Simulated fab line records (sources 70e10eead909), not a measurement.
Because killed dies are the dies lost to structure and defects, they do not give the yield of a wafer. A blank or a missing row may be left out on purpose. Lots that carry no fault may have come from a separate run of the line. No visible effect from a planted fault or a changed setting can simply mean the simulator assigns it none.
fab line records + flow nand_harc + part 2 of 2: steps 22 to 27 of 27
record:
- lots: 5
- wafers: 15
- last_day: 33
route steps=1302 shown A_STAIRCASE@806
lots that met no fault: taken from a fault-free run of the same line
start_h: hours from the record's first day to the start of the lot's first wafer shown + wait_h: time in hours since the lot's previous step + " same as the row above + L1.1+2: a single row standing in for several wafers + - either no value or no given start + * or withheld: withheld + < > ~ a bound
route shown NAME@n: a module of which the file shows steps, and the number in the route of the first + usual: mean/standard deviation taken from wafers without a fault + same: alike in all rows + chamber/n: place in a boat + sites: each site's reading + _std_site: how widely they spread, as a standard deviation + _edge_site: inner sites' mean taken away from outer sites' mean + radius_mm: how far each site lies from the wafer's centre + mask NAME#n: copy n + behind: the last tool/chamber to shape the wafer + hold: what put the lot on hold/how long, in hours/how the hold closed + device: whichever transistor did not switch (one of n, p or np) + end of line: at the end of the route, the tests of the same wafers + for a step that has no rows: nothing shown but its recipe + killed: not the wafer's yield, but the dies lost to structure and defects at the first sort + map: per-die view of a wafer (x killed, . not killed, _ where there is no die)
set.NAME: the setting the step ran with; set.NAME@STEP: the setting that earlier step ran with + model.NAME: the simulator's own value behind a step, which no gauge read
lots seen at some steps along the route; tables by step, rows by wafer
services: when a tool's chamber went out of use (start_h, in hours from the record's first day, below 0 if earlier), for how many hours, and the reason
== steps ==
step: NHARC_A_STAIRCASE_HARDBAKE_311
recipe:
- temp_c: 120
- time_s: 140
usual:
- resist_line_temp_C: 23.02/0.1
| lot.wafer | tool           | chamber | start_h | wait_h | resist_line_temp_C |
|-----------|----------------|---------|---------|--------|--------------------|
| L078.1    | litho_track-02 | 0       | 418.73  | -      | 23.18              |
| L078.3    | "              | 0       | "       | "      | 22.92              |
| L078.6    | "              | 0       | "       | "      | 22.96              |
| L090.1    | litho_track-07 | 0       | 540.53  | -      | 22.88              |
| L090.3    | "              | 0       | "       | "      | 22.93              |
| L090.6    | "              | 0       | "       | "      | 23.01              |
| L089.1    | litho_track-03 | 0       | 548.05  | -      | 23.13              |
| L089.2    | "              | 0       | "       | "      | 23.20              |
| L089.3    | "              | 0       | "       | "      | 23.16              |
| L095.1    | litho_track-03 | 0       | 601.33  | -      | 22.92              |
| L095.2    | "              | 0       | "       | "      | 23.04              |
| L095.4    | "              | 0       | "       | "      | 23.01              |
| L097.1    | litho_track-02 | 0       | 607.15  | -      | 22.94              |
| L097.4    | "              | 0       | "       | "      | 23.16              |
| L097.6    | "              | 0       | "       | "      | 22.86              |
step: NHARC_A_STAIRCASE_DESCUM_312
recipe:
- time_s: 3
- o2_flow_sccm: 200
- ar_flow_sccm: 0
- bias_power_w: 0
- chemistry: O2
usual:
- drypump_motor_current_A: 5.9/0.46
- oes_product_au: 1.000/0.0069
- rf_vpp_V: 57.7/0.79
- showerhead_plenum_p_Torr: 1.91/0.081
- throttle_valve_pct: 11.312/0.0087
same:
- bias_power_w: 0
| lot.wafer | tool        | chamber | start_h | wait_h | drypump_motor_current_A | oes_product_au | rf_hours_counter_h | rf_vpp_V | showerhead_plenum_p_Torr | throttle_valve_pct |
|-----------|-------------|---------|---------|--------|-------------------------|----------------|--------------------|----------|--------------------------|--------------------|
| L078.1    | rie_diel-13 | 2       | 418.83  | -      | 6.0                     | 1.003          | 26                 | 57.7     | 1.92                     | 11.307             |
| L078.3    | "           | 1       | "       | "      | 6.4                     | 0.997          | 12                 | 55.9     | 1.77                     | 11.313             |
| L078.6    | "           | 3       | "       | "      | 6.6                     | 0.989          | -                  | 57.7     | 1.83                     | 11.315             |
| L090.1    | rie_diel-03 | 3       | 540.63  | -      | 6.1                     | 1.005          | 30                 | 56.5     | 1.89                     | 11.324             |
| L090.3    | "           | 0       | "       | "      | 6.0                     | 1.015          | 23                 | 57.6     | 1.90                     | 11.315             |
| L090.6    | "           | 2       | "       | "      | 5.0                     | 0.998          | -                  | 57.8     | 1.86                     | 11.316             |
| L089.2    | rie_diel-03 | 3       | 548.14  | -      | 6.1                     | 1.007          | 32                 | 57.5     | 1.88                     | 11.298             |
| L089.1    | "           | 1       | "       | "      | 5.2                     | 1.007          | 30                 | 58.7     | 2.05                     | 11.308             |
| L089.3    | "           | 2       | "       | "      | 5.0                     | 1.008          | 19                 | 57.5     | 1.86                     | 11.315             |
| L095.2    | rie_diel-12 | 3       | 601.46  | -      | 5.9                     | 1.010          | 55                 | 57.4     | 2.04                     | 11.330             |
| L095.1    | "           | 0       | "       | "      | 6.2                     | 1.007          | 50                 | 58.2     | 1.83                     | 11.321             |
| L095.4    | "           | 1       | "       | "      | 6.2                     | 1.004          | 57                 | 57.7     | 2.06                     | 11.317             |
| L097.4    | rie_diel-03 | 3       | 607.24  | -      | 6.1                     | 1.005          | 51                 | 59.3     | 1.88                     | 11.331             |
| L097.1    | "           | 0       | "       | "      | 6.0                     | 0.996          | 40                 | 58.0     | 1.90                     | 11.313             |
| L097.6    | "           | 0       | "       | "      | 6.0                     | 1.003          | -                  | 58.0     | 1.90                     | 11.306             |
step: NHARC_A_STAIRCASE_ETCH_313
recipe:
- cf4_flow_sccm: 100
- chf3_flow_sccm: 30
- ar_flow_sccm: 0
- rf_w: 500
- bias_w: 200
- chemistry: CF4/CHF3
usual:
- drypump_motor_current_A: 5.9/0.5
- oes_product_au: 0.927/0.012
- rf_vpp_V: 370.6/2.4
- showerhead_plenum_p_Torr: 1.57/0.066
- throttle_valve_pct: 16.801/0.0088
| lot.wafer | tool        | chamber | start_h | wait_h | drypump_motor_current_A | oes_product_au | rf_hours_counter_h | rf_vpp_V | showerhead_plenum_p_Torr | throttle_valve_pct |
|-----------|-------------|---------|---------|--------|-------------------------|----------------|--------------------|----------|--------------------------|--------------------|
| L078.1    | rie_diel-13 | 2       | 419.00  | 0.2    | 6.0                     | 0.924          | 26                 | 371.0    | 1.58                     | 16.788             |
| L078.3    | "           | 3       | "       | "      | 6.6                     | 0.932          | 22                 | 367.8    | 1.51                     | 16.802             |
| L078.6    | "           | 2       | "       | "      | 6.0                     | 0.924          | -                  | 371.8    | 1.58                     | 16.799             |
| L090.3    | rie_diel-03 | 1       | 540.71  | 0.1    | 5.2                     | 0.930          | 27                 | 373.4    | 1.68                     | 16.785             |
| L090.1    | "           | 2       | "       | "      | 5.0                     | 0.935          | 17                 | 368.3    | 1.53                     | 16.809             |
| L090.6    | "           | 1       | "       | "      | 5.2                     | 0.928          | -                  | 374.8    | 1.68                     | 16.772             |
| L089.1    | rie_diel-03 | 2       | 548.28  | 0.1    | 5.0                     | 0.929          | 19                 | 368.8    | 1.53                     | 16.793             |
| L089.3    | "           | 0       | "       | "      | 6.0                     | 0.933          | 25                 | 371.1    | 1.56                     | 16.794             |
| L089.2    | "           | 1       | "       | "      | 5.2                     | 0.913          | 30                 | 372.9    | 1.68                     | 16.797             |
| L095.1    | rie_diel-12 | 3       | 601.54  | 0.1    | 5.9                     | 0.918          | 55                 | 373.3    | 1.67                     | 16.811             |
| L095.2    | "           | 0       | "       | "      | 6.2                     | 0.920          | 50                 | 368.3    | 1.51                     | 16.805             |
| L095.4    | "           | 2       | "       | "      | 6.3                     | 0.938          | 60                 | 369.9    | 1.54                     | 16.789             |
| L097.1    | rie_diel-03 | 3       | 607.33  | 0.1    | 6.1                     | 0.925          | 51                 | 369.3    | 1.55                     | 16.799             |
| L097.4    | "           | 1       | "       | "      | 5.2                     | 0.934          | 45                 | 373.5    | 1.67                     | 16.799             |
| L097.6    | "           | 2       | "       | "      | 5.0                     | 0.935          | -                  | 370.4    | 1.53                     | 16.798             |
step: NHARC_A_STAIRCASE_HM_OPEN_463
recipe:
- o2_flow_sccm: 400
- cos_flow_sccm: 20
- ar_flow_sccm: 0
- rf_w: 500
- bias_w: 300
- chemistry: O2/COS
usual:
- drypump_motor_current_A: 5.9/0.48
- oes_product_au: 0.999/0.0072
- rf_vpp_V: 467.2/2.8
- showerhead_plenum_p_Torr: 3.12/0.13
- throttle_valve_pct: 28.331/0.0085
| lot.wafer | tool        | chamber | start_h | wait_h | drypump_motor_current_A | oes_product_au | rf_hours_counter_h | rf_vpp_V | showerhead_plenum_p_Torr | throttle_valve_pct |
|-----------|-------------|---------|---------|--------|-------------------------|----------------|--------------------|----------|--------------------------|--------------------|
| L078.1    | rie_diel-13 | 3       | -       | -      | 6.6                     | 0.995          | 22                 | 463.7    | 2.99                     | 28.335             |
| L078.3    | "           | 1       | "       | "      | 6.4                     | 1.007          | 12                 | 463.0    | 2.91                     | 28.325             |
| L078.6    | "           | 3       | "       | "      | 6.6                     | 0.998          | -                  | 465.4    | 2.99                     | 28.328             |
| L090.1    | rie_diel-03 | 0       | -       | -      | 6.0                     | 1.003          | 23                 | 467.3    | 3.10                     | 28.350             |
| L090.3    | "           | 2       | "       | "      | 5.0                     | 0.999          | 17                 | 465.5    | 3.04                     | 28.336             |
| L090.6    | "           | 0       | "       | "      | 6.0                     | 0.999          | -                  | 467.2    | 3.10                     | 28.337             |
| L089.3    | rie_diel-03 | 1       | -       | -      | 5.2                     | 0.991          | 30                 | 471.4    | 3.33                     | 28.344             |
| L089.2    | "           | 2       | "       | "      | 5.0                     | 1.002          | 20                 | 466.3    | 3.04                     | 28.348             |
| L089.1    | "           | 3       | "       | "      | 6.1                     | 0.992          | 33                 | 465.7    | 3.08                     | 28.332             |
| L095.2    | rie_diel-12 | 3       | -       | -      | 5.9                     | 1.006          | 55                 | 471.0    | 3.31                     | 28.331             |
| L095.1    | "           | 1       | "       | "      | 6.3                     | 1.000          | 57                 | 471.2    | 3.34                     | 28.330             |
| L095.4    | "           | 2       | "       | "      | 6.3                     | 1.009          | 60                 | 465.3    | 3.05                     | 28.329             |
| L097.1    | rie_diel-03 | 1       | -       | -      | 5.2                     | 1.008          | 45                 | 471.1    | 3.32                     | 28.337             |
| L097.4    | "           | 3       | "       | "      | 6.2                     | 0.995          | 51                 | 466.7    | 3.07                     | 28.335             |
| L097.6    | "           | 1       | "       | "      | 5.2                     | 1.004          | -                  | 473.1    | 3.32                     | 28.334             |
step: NHARC_A_STAIRCASE_STRIP_464
recipe:
- o2_flow_sccm: 400
- cos_flow_sccm: 20
- ar_flow_sccm: 0
- bias_w: 0
- chemistry: O2/COS
| lot.wafer  | tool        | chamber | start_h | wait_h |
|------------|-------------|---------|---------|--------|
| L078.1+3+6 | rie_diel-13 | 1,2,2   | -       | -      |
| L090.1+3+6 | rie_diel-03 | 1,2,0   | -       | -      |
| L089.1+3+2 | rie_diel-03 | 1,2,3   | -       | -      |
| L095.1+2+4 | rie_diel-12 | 1,3,0   | -       | -      |
| L097.4+1+6 | rie_diel-03 | 1,2,1   | -       | -      |
step: NHARC_A_STAIRCASE_ETCH_453
recipe:
- target_depth_a: 300
- overetch_a: 30
- time_s: 16.5
- ion_energy_ev: 100
- cf4_flow_sccm: 80
- o2_flow_sccm: 20
- ar_flow_sccm: 0
- rf_w: 300
- bias_w: 100
- chemistry: CF4/O2
usual:
- drypump_motor_current_A: 5.9/0.5
- oes_o_777_au: 0.999/0.0042
- oes_product_au: 0.999/0.0071
- rf_vpp_V: 197.8/1.3
- showerhead_plenum_p_Torr: 1.33/0.057
- throttle_valve_pct: 13.397/0.0092
| lot.wafer | tool        | chamber | start_h | wait_h | drypump_motor_current_A | oes_o_777_au | oes_product_au | rf_hours_counter_h | rf_vpp_V | showerhead_plenum_p_Torr | throttle_valve_pct |
|-----------|-------------|---------|---------|--------|-------------------------|--------------|----------------|--------------------|----------|--------------------------|--------------------|
| L078.1    | rie_diel-13 | 3       | -       | -      | 6.6                     | 1.004        | 0.993          | 22                 | 196.8    | 1.28                     | 13.404             |
| L078.3    | "           | 1       | "       | "      | 6.4                     | 1.001        | 0.999          | 12                 | 195.9    | 1.24                     | 13.405             |
| L078.6    | "           | 3       | "       | "      | 6.6                     | 0.996        | 1.003          | -                  | 196.2    | 1.28                     | 13.387             |
| L090.1    | rie_diel-03 | 3       | -       | -      | 6.2                     | 1.007        | 1.009          | 30                 | 197.6    | 1.32                     | 13.409             |
| L090.3    | "           | 0       | "       | "      | 6.0                     | 0.999        | 1.011          | 23                 | 198.6    | 1.33                     | 13.385             |
| L090.6    | "           | 2       | "       | "      | 5.0                     | 0.995        | 0.995          | -                  | 197.5    | 1.30                     | 13.394             |
| L089.2    | rie_diel-03 | 1       | -       | -      | 5.2                     | 0.997        | 1.002          | 30                 | 200.0    | 1.43                     | 13.389             |
| L089.1    | "           | 3       | "       | "      | 6.2                     | 1.005        | 1.006          | 33                 | 196.8    | 1.32                     | 13.384             |
| L089.3    | "           | 0       | "       | "      | 6.0                     | 0.998        | 1.005          | 25                 | 197.4    | 1.33                     | 13.399             |
| L095.4    | rie_diel-12 | 0       | -       | -      | 6.2                     | 0.997        | 0.999          | 51                 | 195.8    | 1.28                     | 13.399             |
| L095.2    | "           | 1       | "       | "      | 6.2                     | 1.002        | 1.001          | 57                 | 199.6    | 1.43                     | 13.369             |
| L095.1    | "           | 2       | "       | "      | 6.3                     | 0.996        | 1.010          | 60                 | 197.2    | 1.30                     | 13.387             |
| L097.4    | rie_diel-03 | 0       | -       | -      | 6.0                     | 0.988        | 1.003          | 40                 | 197.1    | 1.32                     | 13.387             |
| L097.1    | "           | 1       | "       | "      | 5.2                     | 0.996        | 1.002          | 45                 | 200.7    | 1.42                     | 13.391             |
| L097.6    | "           | 3       | "       | "      | 6.2                     | 1.001        | 0.991          | -                  | 196.5    | 1.31                     | 13.397             |
== services ==
| tool           | chamber | start_h | hours | kind   |
|----------------|---------|---------|-------|--------|
| pecvd-04       | -       | 391.55  | 1.2   | repair |
| rie_diel-13    | 0       | 393.35  | 49.3  | repair |
| litho_track-02 | -       | 402.00  | 7.0   | pm     |
| litho_track-07 | -       | 426.01  | 7.0   | pm     |
| krf_scanner-02 | -       | 438.00  | 4.0   | pm     |
| rie_diel-13    | 1       | 441.15  | 3.3   | repair |
| krf_scanner-01 | -       | 443.16  | 4.0   | pm     |
| rie_diel-12    | -       | 446.18  | 9.0   | pm     |
| rie_diel-13    | 1       | 448.55  | 5.9   | repair |
| litho_track-03 | -       | 450.00  | 7.0   | pm     |
| pecvd-04       | -       | 450.45  | 13.0  | pm     |
| rie_diel-03    | -       | 458.33  | 9.0   | pm     |
| wet_bench-06   | -       | 478.69  | 3.0   | repair |
| rie_diel-12    | -       | 488.80  | 1.9   | repair |
| wet_bench-07   | -       | 502.57  | 0.8   | repair |
| rie_diel-12    | 2       | 505.50  | 4.2   | repair |
| wet_bench-07   | -       | 512.00  | 8.0   | pm     |
| rie_diel-13    | -       | 519.08  | 9.0   | pm     |
| rie_diel-03    | 1       | 519.91  | 10.9  | repair |
| wet_bench-06   | -       | 545.65  | 8.0   | pm     |
| acl_dep-01     | -       | 550.26  | 13.0  | pm     |
| rie_diel-03    | 3       | 561.84  | 2.6   | repair |
| litho_track-02 | -       | 577.00  | 7.0   | pm     |
| litho_track-07 | -       | 601.01  | 7.0   | pm     |
